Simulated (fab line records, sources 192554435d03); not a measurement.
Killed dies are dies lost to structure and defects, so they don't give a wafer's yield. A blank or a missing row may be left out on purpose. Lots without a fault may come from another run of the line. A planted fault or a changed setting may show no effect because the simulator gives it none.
fab line records | flow n5_finfet
record lots=10 wafers=30 last_day=18
route steps=1938 shown HKMG_FIN@440 BEOL_M4@1111
lots that met no fault: from a run of the same line without faults
start_h: hours from the record's first day to the start of the lot's first wafer shown | wait_h: hours since the lot's step before | " the same as in the row above | L1.1+2: a row that stands for several wafers | - no value, or no start given | * or withheld: withheld | < > ~ a bound
route shown NAME@n: a module of which the file shows steps, and the number in the route of the first | usual: mean/standard deviation of fault-free wafers | same: alike in all rows | chamber/n: place in a boat | sites: the reading at each site | _std_site: their standard deviation | _edge_site: outer sites' mean less inner sites' | radius_mm: how far each site lies from the wafer's centre | mask NAME#n: copy n | behind: the tool/chamber that last shaped the wafer | hold: why the lot was held/for how many hours/how that ended | device: the transistor (n, p or np) that didn't switch | end of line: the same wafers' tests at the end of the route | a step without rows: its recipe alone | killed: dies lost to structure and defects at the first sort, not the wafer's yield | map: a wafer's dies, x killed, . not, _ none there
set.NAME: the setting as run; set.NAME@STEP: as run at that earlier step | model.NAME: the simulator's own value behind a step, which no gauge read
steps of the route over a sample of lots; a table a step, a row a wafer
services: from which hour (start_h, from the record's first day; less than 0 if before it) a tool's chamber was out of use, for how many hours, and why
## steps
# step N5_HKMG_FIN_WET_ETCH_18
# recipe chemistry=SC1 target=TiN mix=1:1:5 temp_c=* time_s=55 target_depth_nm=5.2 dry=ipa_marangoni rinse_time_s=30 rinse_temp_c=23
# usual bath_guard_temp_C=* rinse_temp_c=* temp_c=*
# same time_s=55
# columns lot.wafer tool chamber start_h wait_h bath_guard_temp_C rinse_temp_c temp_c
L541.1 wet_bench-01 6 98.98 0.1 * * *
L541.3 " 5 " " * * *
L541.5 " 0 " " * * *
L542.2 wet_bench-05 7 108.84 0.1 * * *
L542.4 " 1 " " * * *
L542.5 " 5 " " * * *
L544.1 wet_bench-01 6 114.60 0.1 * * *
L544.2 " 5 " " * * *
L544.6 " 7 " " * * *
L545.2 wet_bench-05 5 129.86 0.1 * * *
L545.4 " 7 " " * * *
L545.5 " 4 " " * * *
L548.1 wet_bench-01 5 136.56 0.1 * * *
L548.3 " 3 " " * * *
L548.4 " 0 " " * * *
L553.2 wet_bench-05 0 169.89 0.1 * * *
L553.4 " 2 " " * * *
L553.6 " 6 " " * * *
L557.3 wet_bench-03 4 192.07 0.1 * * *
L557.4 " 1 " " * * *
L557.5 " 3 " " * * *
L558.4 wet_bench-03 6 201.03 0.1 * * *
L558.5 " 0 " " * * *
L558.6 " 1 " " * * *
L559.1 wet_bench-05 3 202.19 0.1 * * *
L559.5 " 5 " " * * *
L559.6 " 7 " " * * *
L560.1 wet_bench-01 5 217.03 0.1 * * *
L560.2 " 3 " " * * *
L560.3 " 1 " " * * *
# step N5_HKMG_FIN_STRIP_19
# recipe chemistry=N2/H2 power_w=2500 temp_c=300 h2_frac=0.65 time_s=360 pressure_mtorr=withheld n2_flow_sccm=1750 h2_flow_sccm=3250
# usual drypump_motor_current_A=5.5/0.4 heater_power_w=460/33
# same time_s=360
# columns lot.wafer tool chamber start_h wait_h drypump_motor_current_A heater_power_w rf_hours_counter_h
L541.1 plasma_asher-01 1 99.04 0.0 4.9 491 100
L541.3 " 0 " " 6.1 403 -
L541.5 " 1 " " 4.9 495 -
L542.2 plasma_asher-01 0 108.90 0.0 6.1 399 101
L542.4 " 0 " " 6.1 407 -
L542.5 " 1 " " 5.0 496 -
L544.1 plasma_asher-01 0 114.66 0.0 6.2 406 103
L544.2 " 1 " " 4.9 488 103
L544.6 " 0 " " 6.2 407 -
L545.2 plasma_asher-02 1 129.93 0.0 5.6 470 42
L545.4 " 0 " " 5.4 467 -
L545.5 " 1 " " 5.6 465 -
L548.1 plasma_asher-02 0 136.63 0.0 5.5 472 45
L548.3 " 0 " " 5.5 464 -
L548.4 " 1 " " 5.6 466 -
L553.2 plasma_asher-02 1 169.95 0.0 5.6 464 53
L553.4 " 0 " " 5.5 462 -
L553.6 " 1 " " 5.6 472 -
L557.3 plasma_asher-02 1 192.25 0.1 5.6 496 -
L557.4 " 0 " " 5.5 458 -
L557.5 " 0 " " 5.5 469 -
L558.4 plasma_asher-02 0 201.22 0.1 5.5 455 -
L558.5 " 1 " " 5.6 475 -
L558.6 " 0 " " 5.5 462 -
L559.1 plasma_asher-01 0 202.25 0.0 6.2 407 119
L559.5 " 1 " " 4.9 482 -
L559.6 " 0 " " 6.2 399 -
L560.1 plasma_asher-01 1 217.10 0.0 4.9 495 121
L560.2 " 0 " " 6.2 392 121
L560.3 " 0 " " 6.2 384 -
# step N5_HKMG_FIN_STRIP_69
# recipe chemistry=N2/H2 power_w=2500 temp_c=300 h2_frac=0.65 time_s=360 pressure_mtorr=withheld n2_flow_sccm=1750 h2_flow_sccm=3250
# usual drypump_motor_current_A=5.5/0.4 heater_power_w=461/32
# same time_s=360
# columns lot.wafer tool chamber start_h wait_h drypump_motor_current_A heater_power_w rf_hours_counter_h
L541.1 plasma_asher-02 1 101.20 0.1 5.6 488 38
L541.3 " 1 " " 5.6 468 -
L541.5 " 1 " " 5.6 472 -
L542.2 plasma_asher-02 0 111.18 0.1 5.5 468 40
L542.4 " 1 " " 5.6 454 -
L542.5 " 0 " " 5.4 472 -
L544.1 plasma_asher-02 1 116.81 0.1 5.6 464 41
L544.2 " 0 " " 5.4 475 41
L544.6 " 0 " " 5.5 461 -
L545.2 plasma_asher-02 0 132.27 0.1 5.4 479 44
L545.4 " 0 " " 5.5 457 -
L545.5 " 0 " " 5.5 456 -
L548.1 plasma_asher-02 1 138.80 0.1 5.6 479 46
L548.3 " 1 " " 5.6 469 -
L548.4 " 0 " " 5.5 474 -
L553.2 plasma_asher-02 0 172.41 0.2 5.5 446 53
L553.4 " 0 " " 5.5 458 -
L553.6 " 1 " " 5.6 475 -
L557.3 plasma_asher-02 0 194.81 0.3 5.4 464 -
L557.4 " 1 " " 5.6 468 -
L557.5 " 0 " " 5.5 474 -
L558.4 plasma_asher-02 1 203.46 0.2 5.6 477 -
L558.5 " 0 " " 5.5 460 -
L558.6 " 1 " " 5.6 468 -
L559.1 plasma_asher-01 1 204.49 0.1 5.0 508 120
L559.5 " 1 " " 5.0 497 -
L559.6 " 0 " " 6.2 406 -
L560.1 plasma_asher-02 1 219.35 0.1 5.6 468 63
L560.2 " 0 " " 5.5 462 63
L560.3 " 0 " " 5.5 459 -
# step N5_HKMG_FIN_ALD_21
# recipe material=TiN target_thk_a=15 temp_c=400 ald_precursor_family=TiCl4 ald_co_reactant=NH3 pulse_time_s=1 purge_time_s=3 co_reactant_purge_time_s=2 co_reactant_pulse_time_s=2 ald_cycles=68 pressure_torr=3
# usual heater_power_w=900/81 precursor_pulse_height_rel=1.000/0.021
# columns lot.wafer tool chamber start_h wait_h heater_power_w precursor_pulse_height_rel
L541.1 ald_metal-03 0 101.58 0.3 782 0.970
L541.3 " 3 " " 875 0.984
L541.5 " 2 " " 1011 1.010
L542.2 ald_metal-03 1 111.57 0.3 1028 0.970
L542.4 " 0 " " 782 0.969
L542.5 " 0 " " 794 1.026
L544.1 ald_metal-03 1 117.20 0.3 1013 1.013
L544.2 " 2 " " 1033 0.994
L544.6 " 2 " " 1018 0.974
L545.2 ald_metal-04 1 132.80 0.4 860 1.022
L545.4 " 0 " " 878 0.999
L545.5 " 0 " " 872 1.024
L548.1 ald_metal-01 2 139.18 0.3 803 0.999
L548.3 " 1 " " 888 0.998
L548.4 " 3 " " 917 0.998
L553.2 ald_metal-01 0 172.79 0.3 888 0.987
L553.4 " 1 " " 854 1.032
L553.6 " 3 " " 923 0.975
L557.3 ald_metal-04 0 195.07 0.1 879 0.984
L557.4 " 1 " " 893 0.977
L557.5 " 3 " " 812 0.949
L558.4 ald_metal-03 2 203.73 0.1 1004 1.026
L558.5 " 0 " " 769 1.007
L558.6 " 1 " " 1002 0.991
L559.1 ald_metal-04 1 204.87 0.3 871 1.021
L559.5 " 3 " " 808 1.028
L559.6 " 2 " " 988 1.012
L560.1 ald_metal-04 2 219.73 0.3 1018 1.007
L560.2 " 1 " " 891 1.023
L560.3 " 3 " " 820 0.977
# step N5_BEOL_M4_RC_MEAS_101
# usual DIBL_N=35.4/2.1 DIBL_P=34.8/2.6 IOFF_N=0.15/0.037 IOFF_N_LONG=5.62e-05/2.6e-06 IOFF_P=0.19/0.037 ION_N=677/16 ION_P=462/9.3 SS_N=71.4/0.75 SS_P=72.9/0.77 VT_N=250/3.7 VT_N_LONG=274.8/1.9 VT_P=-251/3.5
# columns lot.wafer tool chamber start_h wait_h DIBL_N[mV/V] DIBL_P[mV/V] IOFF_N[nA/um] IOFF_N_LONG[nA/um] IOFF_P[nA/um] ION_N[uA/um] ION_P[uA/um] SS_N[mV/dec] SS_P[mV/dec] VT_N[mV] VT_N_LONG[mV] VT_P[mV]
L541.1 prober-02 0 198.45 0.2 34.7 35.4 0.15 5.65e-05 0.18 697 463 70.7 72.6 249 273.9 -256
L541.3 " 0 " " 31.1 31.0 0.09 5.57e-05 0.13 665 461 70.3 71.1 256 274.8 -256
L541.5 " 0 " " 35.3 35.7 0.14 5.59e-05 0.19 679 464 71.1 72.5 249 275.4 -252
L542.2 prober-02 0 200.94 0.2 39.0 37.7 0.24 5.79e-05 0.23 679 456 72.0 74.2 245 275.4 -248
L542.4 " 0 " " 32.9 31.1 0.12 5.92e-05 0.15 672 463 70.8 72.4 255 273.9 -252
L542.5 " 0 " " 37.2 35.9 0.20 5.82e-05 0.21 688 465 72.7 73.9 245 273.5 -248
L544.1 prober-01 0 202.96 0.5 34.8 33.8 0.13 5.44e-05 0.16 664 456 71.1 73.1 251 273.9 -257
L544.2 " 0 " " 37.2 36.0 0.16 5.42e-05 0.18 678 457 71.7 73.2 248 275.3 -253
L544.6 " 0 " " 34.0 32.3 0.12 5.51e-05 0.13 660 448 70.9 71.5 255 275.6 -257
L545.2 prober-01 0 226.99 0.6 35.8 35.1 0.16 5.64e-05 0.19 697 474 71.5 72.5 246 276.6 -249
L545.4 " 0 " " 36.6 34.8 0.16 5.7e-05 0.19 688 464 71.2 73.1 247 272.6 -251
L545.5 " 0 " " 36.7 35.7 0.16 5.58e-05 0.20 690 471 71.1 72.8 247 274.8 -250
L548.1 prober-01 0 231.34 0.7 36.0 34.6 0.13 5.41e-05 0.21 649 450 71.0 73.0 250 276.1 -251
L548.3 " 0 " " 36.2 34.6 0.15 5.63e-05 0.20 677 466 71.3 73.2 246 274.7 -252
L548.4 " 0 " " 37.3 35.1 0.15 5.47e-05 0.19 661 450 71.3 72.4 249 277.8 -251
L553.2 prober-02 0 260.80 0.2 38.6 39.2 0.20 5.2e-05 0.24 681 474 72.1 73.5 248 278.2 -249
L553.4 " 0 " " 33.9 33.0 0.10 4.71e-05 0.15 658 460 71.0 72.4 257 281.1 -255
L553.6 " 0 " " 39.1 38.8 0.18 5.31e-05 0.23 672 464 71.7 73.8 251 275.4 -251
L557.3 prober-01 0 286.65 0.3 36.2 36.9 0.18 6e-05 0.22 694 472 72.3 72.9 247 271.7 -249
L557.4 " 0 " " 37.5 38.8 0.21 5.89e-05 0.25 697 472 72.2 73.3 246 274.1 -249
L557.5 " 0 " " 37.8 38.8 0.20 5.92e-05 0.24 696 471 72.2 73.0 245 275.6 -245
L558.4 prober-01 0 303.34 0.5 35.9 34.1 0.13 5.39e-05 0.15 656 449 71.6 72.8 255 277.7 -254
L558.5 " 0 " " 39.2 39.1 0.20 5.38e-05 0.22 709 469 72.2 74.6 245 275.7 -253
L558.6 " 0 " " 35.8 33.8 0.13 5.52e-05 0.14 668 445 71.5 73.2 254 276.1 -261
L559.1 prober-01 0 303.81 0.3 40.6 40.7 0.28 5.69e-05 0.31 709 480 73.2 74.6 241 275.2 -246
L559.5 " 0 " " 38.2 37.9 0.23 5.86e-05 0.25 708 479 72.2 73.6 244 275.0 -245
L559.6 " 0 " " 36.6 36.7 0.18 5.79e-05 0.22 702 478 72.0 73.9 246 275.4 -247
L560.1 prober-01 0 327.31 0.0 35.5 35.0 0.15 5.6e-05 0.23 676 468 71.7 73.1 254 277.1 -243
L560.2 " 0 " " 32.7 31.9 0.11 5.71e-05 0.18 672 472 70.3 71.7 254 275.6 -247
L560.3 " 0 " " 35.4 36.6 0.16 5.47e-05 0.25 688 474 71.5 72.9 249 276.4 -244
## services
# columns tool chamber start_h hours kind
plasma_asher-02 - 84.93 11.0 repair
ald_metal-04 0 122.42 2.0 repair
ald_metal-03 0 127.05 11.6 repair
ald_metal-04 0 138.99 24.5 repair
ald_metal-04 3 140.65 11.8 repair
ald_metal-01 1 190.98 1.6 repair
ald_metal-04 - 202.39 0.8 repair
ald_metal-04 - 207.84 2.8 pm
## key
first_sign step=N5_HKMG_FIN_WET_ETCH_18 reading=temp_c direction=down sigmas=46 usual=* struck=*
effect step=N5_HKMG_FIN_WET_ETCH_18 reading=bath_guard_temp_C direction=down sigmas=9.7 usual=* struck=*
effect step=N5_BEOL_M4_RC_MEAS_101 reading=IOFF_N_LONG direction=down sigmas=3.5 usual=5.62e-05 struck=4.71e-05
effect step=N5_BEOL_M4_RC_MEAS_101 reading=VT_N_LONG direction=up sigmas=3.2 usual=274.8 struck=281.1
met_at N5_HKMG_FIN_WET_ETCH_18
struck_lots L553
struck_wafers L553.4
not_acting_at N5_HKMG_FIN_STRIP_19,N5_HKMG_FIN_STRIP_69,N5_HKMG_FIN_ALD_21
fault kind=process_parameter_drift tool=wet_bench-05 chamber=2 onset_h=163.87 steps=N5_HKMG_FIN_WET_ETCH_18 channel=temp_c offset=* shape=step end_h=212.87 acts_in=* stated=*
